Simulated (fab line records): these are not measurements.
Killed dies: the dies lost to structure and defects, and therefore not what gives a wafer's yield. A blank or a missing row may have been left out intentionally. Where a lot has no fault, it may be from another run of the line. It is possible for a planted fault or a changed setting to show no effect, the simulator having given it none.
Problem report in the 8D (eight disciplines) form, filled by code :: flow nand_harc :: the parts of the form that need people (team, actions taken, sign-off) are left out

## 1. WHAT IS WRONG
Mean of oes_product_au at NHARC_THIN_TSV_ETCH_36: 0.846 a.u. across 5 wafers in 2 lots; on wafers with no fault it is 0.999 a.u. (standard deviation 0.011). Measured from the usual mean, that is -14 standard deviations.
The step: etches the open film in Cl2/BCl3, target depth 65 nm, time 18.571 s.
Seen first at day 23 12:23 on rie_metal-03, wafer L534.1. At this step, 39 wafers from 13 lots have a number in the record. Rule for "out", or "out of limits": more than 4 standard deviations from the usual mean. All remaining wafers that have a number are taken as sound.

## 2. WHAT THIS IS AND IS NOT
question: which readings at this step
is: oes_product_au
is not: drypump_motor_current_A

question: which lots
is: L534, L539
is not: L520, L521, L523, L524, L525, L526, L527, L530, L531, L536, L540

question: which wafers of those lots
is: L534.1, L534.3, L534.6, L539.1, L539.4
is not: L539.3

question: read on which tools
is: rie_metal-03
is not: rie_metal-01, rie_metal-02

question: when
is: from day 23 12:23
is not: up to then (30 sound wafers); but 4 sound wafers of L539, L540 came after

## 3. THE SUSPECTS, EACH WITH WHAT RULES IT OUT
Counting: if a tool at a process step up to the reading ran every lot that is out, it stays a suspect. Sound lots after the first of them don't rule it out here, since some wafers of a struck lot are sound.
- rie_metal-03 at NHARC_THIN_TSV_ETCH_36 (etches the open film in Cl2/BCl3, target depth 65 nm, time 18.571 s): kept. Every lot that is out went through it, the first being L534 (day 23 12:23); the last sound lot it ran before that was L531 (day 21 21:22). Its own readings are out on those wafers: oes_product_au.
- At NHARC_THIN_TSV_ETCH_36 on rie_metal-03, chamber 1 took the sound wafers of the same lots and chamber 0 took the wafers that are out.
The count leaves rie_metal-03 at NHARC_THIN_TSV_ETCH_36.

## 4. THE CAUSE (what the simulator had put in)
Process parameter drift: rie_metal-03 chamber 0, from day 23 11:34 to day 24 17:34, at NHARC_THIN_TSV_ETCH_36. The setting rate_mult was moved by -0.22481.
After counting, this tool was the only one left.

## 5. THE EFFECT CHAIN, in route order
Each row: a reading where the mean over the struck wafers with a number is more than 3 standard deviations away from the usual. Readings are gone through only where the record gives a usual standard deviation; hours: the median, over the lots, of the time from a lot's start at the first step in this table giving one to that lot's start at this step; sigmas: the change measured in usual standard deviations.
hours: 0
step: NHARC_THIN_TSV_ETCH_36
reading: oes_product_au
usual: 0.999 a.u.
on struck wafers: 0.846
change: -0.153
sigmas: -14
It contains these process steps:
- NHARC_THIN_TSV_ETCH_36: etches the open film in Cl2/BCl3, target depth 65 nm, time 18.571 s.
Later steps that measure or inspect, where all struck wafers having a row at the step show a number for every such reading and not one has moved that far: NHARC_END_SORT_01.

## 6. HOW IT WOULD HAVE BEEN CAUGHT EARLIER
In this record the first reading out of limits was taken at day 23 12:23, 1 hour after the fault began at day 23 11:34.
